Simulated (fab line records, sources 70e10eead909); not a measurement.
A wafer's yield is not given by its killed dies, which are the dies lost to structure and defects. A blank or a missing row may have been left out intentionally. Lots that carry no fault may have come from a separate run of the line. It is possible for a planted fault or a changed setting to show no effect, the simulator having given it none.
Which tool did it?	flow nand harc	24 lots with 72 wafers sampled at 6 steps, on a route of 1302 steps

== WHAT THE GAUGES SHOWED, per wafer ==
NHARC_A_BONDPAD_CD_MEAS_13.
lot	measured	on	cd nm (nm)
L075	day 22 23:58	cd sem-03	497.7 499.1 499.4
L074	day 23 15:47	cd sem-03	500.1 498.8 501.1
L077	day 24 02:43	cd sem-03	498.3 499.5 498.6
L078	day 24 09:49	cd sem-01	499.3 497.7 496.7
L079	day 24 10:01	cd sem-03	498.8 501.3 501.1
L076	day 24 14:14	cd sem-03	501.7 501.0 499.6
L080	day 25 06:52	cd sem-01	498.5 502.2 499.0
L082	day 26 13:09	cd sem-01	503.0 500.7 500.7
L081	day 26 16:51	cd sem-02	501.2 499.8 501.3
L083	day 27 01:50	cd sem-01	499.9 499.0 501.7
L084	day 28 03:23	cd sem-01	499.3 498.5 500.0
L086	day 28 06:15	cd sem-03	498.9 500.9 499.8
L085	day 28 09:05	cd sem-01	502.8 501.3 502.1
L087	day 28 10:52	cd sem-03	503.5 498.8 500.6
L088	day 28 17:01	cd sem-01	502.3 500.5 500.6
L089	day 28 18:20	cd sem-03	499.7 500.1 500.1
L091	day 30 08:40	cd sem-01	500.1 500.1 500.9
L090	day 30 13:05	cd sem-03	500.7 501.4 502.7
L092	day 30 15:15	cd sem-02	499.5 499.2 497.3
L093	day 31 07:32	cd sem-01	497.7 494.5 494.2
L095	day 31 14:36	cd sem-03	501.0 498.7 498.4
L094	day 31 15:07	cd sem-01	498.6 498.9 499.3
L096	day 32 01:55	cd sem-01	502.0 503.9 500.4
L097	day 32 20:52	cd sem-03	498.7 499.3 499.5

== WHICH TOOL RAN EACH LOT (tool, then ch and the chambers of the sampled wafers, then the start) ==
lot	NHARC_A_CONTACT_CMP_20	NHARC_A_BLC_ETCH_16	NHARC_A_BLC_STRIP_29	NHARC_A_BLC_PVD_32	NHARC_A_BONDPAD_ETCH_34
L075	cmp-01 ch 2,3, day 22 09:35	rie diel-13 ch 1,2,3, day 22 10:46	rie diel-06 ch 1,3, day 22 11:43	pvd sputter-01, day 22 23:44 or earlier	rie diel-11 ch 1,3, day 22 23:44
L074	cmp-01 ch 0,1, day 23 01:43	rie diel-13 ch 1,2,3, day 23 02:53	rie diel-06 ch 0,1, day 23 03:52	pvd sputter-02, day 23 15:33 or earlier	rie diel-10 ch 2,3, day 23 15:33
L077	cmp-01 ch 2,3, day 23 12:13	rie diel-06 ch 1,2, day 23 13:25	rie diel-13 ch 0,2,3, day 23 14:22	pvd sputter-02, day 24 02:30 or earlier	rie diel-10 ch 0,2, day 24 02:30
L078	cmp-03 ch 0,1,2, day 23 18:46	rie diel-13 ch 2,3, day 23 19:54	rie diel-02 ch 1,2, day 23 20:51	pvd sputter-02, day 24 09:35 or earlier	rie diel-10 ch 1,2, day 24 09:35
L079	cmp-04 ch 0,1,3, day 23 19:15	rie diel-06 ch 1,2, day 23 20:27	rie diel-13 ch 0,2,3, day 23 21:28	pvd sputter-01, day 24 09:45 or earlier	rie diel-04 ch 1,3, day 24 09:45
L076	cmp-03 ch 0,2,3, day 23 23:46	rie diel-06 ch 0,2,3, day 24 00:55	rie diel-13 ch 0,1,3, day 24 01:53	pvd sputter-03, day 24 14:01 or earlier	rie diel-11 ch 1,2,3, day 24 14:01
L080	cmp-03 ch 1,2,3, day 24 16:20	rie diel-06 ch 0,3, day 24 17:30	rie diel-13 ch 0,2, day 24 18:28	pvd sputter-02, day 25 06:38 or earlier	rie diel-11 ch 0,2, day 25 06:38
L082	cmp-01 ch 1,2,3, day 25 22:55	rie diel-13 ch 1,2,3, day 26 00:05	rie diel-06 ch 0,1,2, day 26 01:02	pvd sputter-02, day 26 12:55 or earlier	rie diel-11 ch 1,2,3, day 26 12:55
L081	cmp-03 ch 0,2,3, day 26 02:44	rie diel-06 ch 1,3, day 26 03:52	rie diel-13 ch 0,3, day 26 04:49	pvd sputter-02, day 26 16:38 or earlier	rie diel-11 ch 0,2,3, day 26 16:38
L083	cmp-01 ch 2,3, day 26 11:45	rie diel-06 ch 0,3, day 26 12:47	rie diel-13 ch 0,1, day 26 13:44	pvd sputter-03, day 27 01:38 or earlier	rie diel-10 ch 0,2,3, day 27 01:38
L084	cmp-01 ch 2,3, day 27 13:16	rie diel-06 ch 2,3, day 27 14:25	rie diel-06 ch 0,1,3, day 27 15:23	pvd sputter-03, day 28 03:08 or earlier	rie diel-11 ch 2,3, day 28 03:08
L086	cmp-04 ch 0,3, day 27 14:52	rie diel-06 ch 0,3, day 27 16:02	rie diel-13 ch 2,3, day 27 17:19	pvd sputter-03, day 28 06:02 or earlier	rie diel-10 ch 0,1,2, day 28 06:02
L085	cmp-03 ch 2,3, day 27 18:56	rie diel-13 ch 1,2, day 27 20:08	rie diel-06 ch 0,1,3, day 27 21:06	pvd sputter-03, day 28 08:52 or earlier	rie diel-10 ch 1,3, day 28 08:52
L087	cmp-03 ch 1,3, day 27 20:46	rie diel-13 ch 1,3, day 27 21:55	rie diel-06 ch 0,1, day 27 22:52	pvd sputter-03, day 28 10:38 or earlier	rie diel-10 ch 0,2, day 28 10:38
L088	cmp-03 ch 1,3, day 28 02:23	rie diel-06 ch 0,1,3, day 28 03:26	rie diel-13 ch 0,2,3, day 28 04:25	pvd sputter-01, day 28 16:48 or earlier	rie diel-10 ch 0,1,3, day 28 16:48
L089	cmp-04 ch 2,3, day 28 04:08	rie diel-06 ch 0,1, day 28 05:20	rie diel-13 ch 1,2, day 28 06:17	pvd sputter-01, day 28 18:07 or earlier	rie diel-11 ch 0,1,2, day 28 18:07
L091	cmp-03 ch 0,1,3, day 29 18:37	rie diel-13 ch 0,2,3, day 29 19:36	rie diel-06 ch 0,2,3, day 29 20:35	pvd sputter-03, day 30 08:25 or earlier	rie diel-11 ch 2,3, day 30 08:25
L090	cmp-03 ch 0,1,2, day 29 22:54	rie diel-06 ch 0,2, day 30 00:07	rie diel-02 ch 0,3, day 30 01:05	pvd sputter-03, day 30 12:52 or earlier	rie diel-11 ch 2,3, day 30 12:52
L092	cmp-03 ch 1,2, day 30 00:58	rie diel-06 ch 0,1,3, day 30 02:09	rie diel-06 ch 1,3, day 30 03:06	pvd sputter-02, day 30 15:01 or earlier	rie diel-10 ch 0,2, day 30 15:01
L093	cmp-01 ch 0,1,2, day 30 17:31	rie diel-13 ch 1,2,3, day 30 18:32	rie diel-13 ch 0,1, day 30 19:29	pvd sputter-02, day 31 07:18 or earlier	rie diel-11 ch 0,1,3, day 31 07:18
L095	cmp-01 ch 0,1,3, day 30 22:59	rie diel-06 ch 0,1,3, day 31 00:10	rie diel-13 ch 0,2,3, day 31 01:07	pvd sputter-03, day 31 14:22 or earlier	rie diel-04 ch 0,2,3, day 31 14:22
L094	cmp-04 ch 0,2, day 31 00:38	rie diel-06 ch 0,1,3, day 31 01:47	rie diel-13 ch 1,2, day 31 02:44	pvd sputter-02, day 31 14:53 or earlier	rie diel-10 ch 1,2, day 31 14:53
L096	cmp-03 ch 0,1,3, day 31 11:27	rie diel-13 ch 1,2,3, day 31 12:37	rie diel-06 ch 1,2,3, day 31 13:35	pvd sputter-02, day 32 01:41 or earlier	rie diel-11 ch 1,2,3, day 32 01:41
L097	cmp-01 ch 1,2,3, day 32 06:35	rie diel-13 ch 2,3, day 32 07:42	rie diel-06 ch 2,3, day 32 08:43	pvd sputter-01, day 32 20:37 or earlier	rie diel-11 ch 0,3, day 32 20:37
- NHARC_A_CONTACT_CMP_20: polishes, t overpolish 30 s, target thk 300 nm.
- NHARC_A_BLC_ETCH_16: etches the open film in CF4, target depth 39 nm, time 65 s.
- NHARC_A_BLC_STRIP_29: strips in CF4.
- NHARC_A_BLC_PVD_32: deposits Ti, target thk 5 nm, time 17.7 s.
- NHARC_A_BONDPAD_ETCH_34: etches the open film in N2/H2, target depth 60 nm, overetch 18 nm, time 65.91 s.

== WHAT THE TOOLS THEMSELVES READ (means of the sampled wafers that have a number; where no wafer has one, the mark that the record gives instead) ==
NHARC_A_CONTACT_CMP_20.
lot	tool	motor current A (A)	overpolish run s (s)	slurry filter dp kPa (kPa)	time to endpoint s (s)
L075	cmp-01	13.4	29.997	13.61	59.9
L074	cmp-01	11.8	29.993	13.61	63.7
L077	cmp-01	13.9	29.987	13.40	60.8
L078	cmp-03	11.2	29.994	13.42	55.4
L079	cmp-04	11.4	30.009	13.53	57.7
L076	cmp-03	11.6	30.006	13.50	60.1
L080	cmp-03	11.8	30.002	13.42	60.3
L082	cmp-01	13.9	30.004	13.57	62.1
L081	cmp-03	11.8	29.995	13.60	62.2
L083	cmp-01	13.7	30.005	13.58	60.9
L084	cmp-01	13.5	29.993	13.30	60.4
L086	cmp-04	13.2	29.998	13.45	56.3
L085	cmp-03	11.9	29.995	13.50	63.0
L087	cmp-03	10.6	30.005	13.38	62.5
L088	cmp-03	11.3	30.004	13.49	64.9
L089	cmp-04	10.8	30.004	13.42	58.8
L091	cmp-03	10.9	30.006	13.58	60.2
L090	cmp-03	11.5	29.995	13.49	59.9
L092	cmp-03	12.2	30.001	13.45	61.5
L093	cmp-01	13.1	29.997	13.60	61.0
L095	cmp-01	12.8	30.013	13.61	60.5
L094	cmp-04	13.1	29.995	13.57	58.9
L096	cmp-03	11.1	30.006	13.62	61.3
L097	cmp-01	13.7	29.997	13.44	59.6

NHARC_A_BLC_ETCH_16.
lot	tool	drypump motor current A (A)	oes product au (a.u.)	rf vpp V (V)	showerhead plenum p Torr (Torr)	throttle valve pct (%)
L075	rie diel-13	5.4	1.000	151.6	1.750	13.282
L074	rie diel-13	5.4	0.994	151.6	1.750	13.284
L077	rie diel-06	5.5	1.002	151.0	1.740	13.287
L078	rie diel-13	5.6	0.995	151.1	1.755	13.290
L079	rie diel-06	5.5	0.998	151.5	1.739	13.283
L076	rie diel-06	5.5	0.996	151.2	1.744	13.279
L080	rie diel-06	5.2	0.998	151.8	1.743	13.293
L082	rie diel-13	5.4	1.002	150.8	1.749	13.277
L081	rie diel-06	5.9	1.002	150.4	1.724	13.289
L083	rie diel-06	5.7	0.997	151.1	1.735	13.284
L084	rie diel-06	5.7	0.997	151.2	1.742	13.291
L086	rie diel-06	5.2	1.002	152.1	1.741	13.283
L085	rie diel-13	5.2	0.996	151.2	1.743	13.281
L087	rie diel-13	5.3	0.998	150.3	1.716	13.287
L088	rie diel-06	5.5	1.005	150.7	1.729	13.289
L089	rie diel-06	5.3	1.005	150.3	1.724	13.278
L091	rie diel-13	5.8	0.996	150.3	1.750	13.288
L090	rie diel-06	5.0	0.998	150.6	1.746	13.285
L092	rie diel-06	5.5	1.007	151.4	1.728	13.290
L093	rie diel-13	5.4	0.993	151.0	1.747	13.274
L095	rie diel-06	5.5	1.001	151.2	1.728	13.286
L094	rie diel-06	5.5	1.008	150.4	1.727	13.286
L096	rie diel-13	5.4	0.997	150.4	1.746	13.277
L097	rie diel-13	5.5	1.004	151.1	1.779	13.274

NHARC_A_BLC_STRIP_29.
lot	tool	drypump motor current A (A)	oes product au (a.u.)	rf vpp V (V)	showerhead plenum p Torr (Torr)	throttle valve pct (%)
L075	rie diel-06	5.9	0.995	59.1	1.73	13.282
L074	rie diel-06	5.3	0.999	59.4	1.73	13.289
L077	rie diel-13	5.8	0.997	58.9	1.75	13.285
L078	rie diel-02	5.7	1.002	59.5	1.81	13.282
L079	rie diel-13	5.8	1.002	59.2	1.75	13.284
L076	rie diel-13	5.7	0.996	59.3	1.72	13.286
L080	rie diel-13	5.7	0.993	60.3	1.78	13.280
L082	rie diel-06	5.3	1.000	59.0	1.74	13.288
L081	rie diel-13	6.1	0.998	59.6	1.72	13.283
L083	rie diel-13	5.5	0.997	59.4	1.71	13.292
L084	rie diel-06	5.5	0.995	59.6	1.73	13.276
L086	rie diel-13	5.5	0.987	59.2	1.78	13.280
L085	rie diel-06	5.5	1.000	59.2	1.73	13.275
L087	rie diel-06	5.3	1.008	59.8	1.72	13.290
L088	rie diel-13	5.9	0.995	58.3	1.75	13.283
L089	rie diel-13	5.2	1.005	58.7	1.74	13.283
L091	rie diel-06	5.5	1.006	60.0	1.74	13.281
L090	rie diel-02	5.4	1.012	58.8	1.65	13.289
L092	rie diel-06	5.9	1.001	59.4	1.72	13.279
L093	rie diel-13	5.5	1.009	59.0	1.71	13.277
L095	rie diel-13	5.8	1.002	58.2	1.75	13.286
L094	rie diel-13	5.2	1.001	58.7	1.74	13.287
L096	rie diel-06	5.7	1.004	58.9	1.73	13.279
L097	rie diel-06	5.9	1.005	58.8	1.73	13.279

NHARC_A_BLC_PVD_32.
lot	tool	throttle valve pct (%)
L075	pvd sputter-01	28.2
L074	pvd sputter-02	30.8
L077	pvd sputter-02	30.6
L078	pvd sputter-02	30.6
L079	pvd sputter-01	29.4
L076	pvd sputter-03	30.1
L080	pvd sputter-02	29.7
L082	pvd sputter-02	30.4
L081	pvd sputter-02	31.4
L083	pvd sputter-03	29.0
L084	pvd sputter-03	29.0
L086	pvd sputter-03	30.0
L085	pvd sputter-03	29.3
L087	pvd sputter-03	30.1
L088	pvd sputter-01	28.4
L089	pvd sputter-01	29.2
L091	pvd sputter-03	29.3
L090	pvd sputter-03	30.3
L092	pvd sputter-02	31.1
L093	pvd sputter-02	30.7
L095	pvd sputter-03	30.1
L094	pvd sputter-02	31.5
L096	pvd sputter-02	31.1
L097	pvd sputter-01	29.0

NHARC_A_BONDPAD_ETCH_34.
lot	tool	drypump motor current A (A)	n2 flow sccm (sccm)	oes product au (a.u.)	rf vpp V (V)	showerhead plenum p Torr (Torr)	throttle valve pct (%)
L075	rie diel-11	5.4	150.2	0.997	433	2.18	14.165
L074	rie diel-10	6.0	150.3	0.998	432	2.06	14.168
L077	rie diel-10	5.8	150.0	1.007	432	2.09	14.173
L078	rie diel-10	5.9	149.3	0.999	430	2.01	14.178
L079	rie diel-04	5.9	150.4	0.999	430	2.00	14.171
L076	rie diel-11	5.5	150.3	1.001	431	2.10	14.164
L080	rie diel-11	5.8	150.0	0.993	428	1.93	14.177
L082	rie diel-11	5.5	150.2	0.995	432	2.09	14.179
L081	rie diel-11	5.6	150.0	0.998	429	2.02	14.173
L083	rie diel-10	6.0	150.1	1.000	431	2.08	14.163
L084	rie diel-11	5.5	149.5	1.010	429	2.02	14.171
L086	rie diel-10	5.9	150.0	0.997	434	2.14	14.167
L085	rie diel-10	6.3	150.1	0.993	432	2.10	14.164
L087	rie diel-10	5.8	149.4	0.998	431	2.09	14.180
L088	rie diel-10	6.1	149.9	1.000	433	2.13	14.172
L089	rie diel-11	5.7	150.0	0.999	429	2.01	14.161
L091	rie diel-11	5.5	150.3	1.007	430	2.02	14.177
L090	rie diel-11	5.5	149.9	1.004	430	2.02	14.176
L092	rie diel-10	5.8	150.1	1.000	431	2.08	14.177
L093	rie diel-11	5.5	150.8	1.008	432	2.09	14.171
L095	rie diel-04	5.6	150.4	1.008	428	1.95	14.169
L094	rie diel-10	6.1	149.5	0.995	433	2.16	14.168
L096	rie diel-11	5.4	150.0	1.002	433	2.09	14.176
L097	rie diel-11	5.7	150.1	1.000	430	2.02	14.169

== THE ANSWER, worked out from the rows above alone ==
Rule: what is usual is taken from the lots themselves. The widest of any qualifying gaps counts: lots, ordered by their means at a reading, are off when they make up no more than a third of the lots, leave a main group of 4 or more, and stand apart from it by 3 or more times the standard deviation of that group's means. A main group is skipped when, at the precision printed for the reading in the tables above, its means are all equal. Also off: a lot with no number at a reading for which 4 or more lots have one. Any other lot the step has rows for is counted as sound. The gauges are gone through in route order, then the tools' own readings, and for those a lot's mean is taken as printed above. At the first step where some lot is off, the reading lying furthest off is the one used; lots without a number count as furthest.
Across all readings shown, no lot is off: no conclusion can be drawn from this.

== WHAT THE SIMULATOR HAD PUT IN ==
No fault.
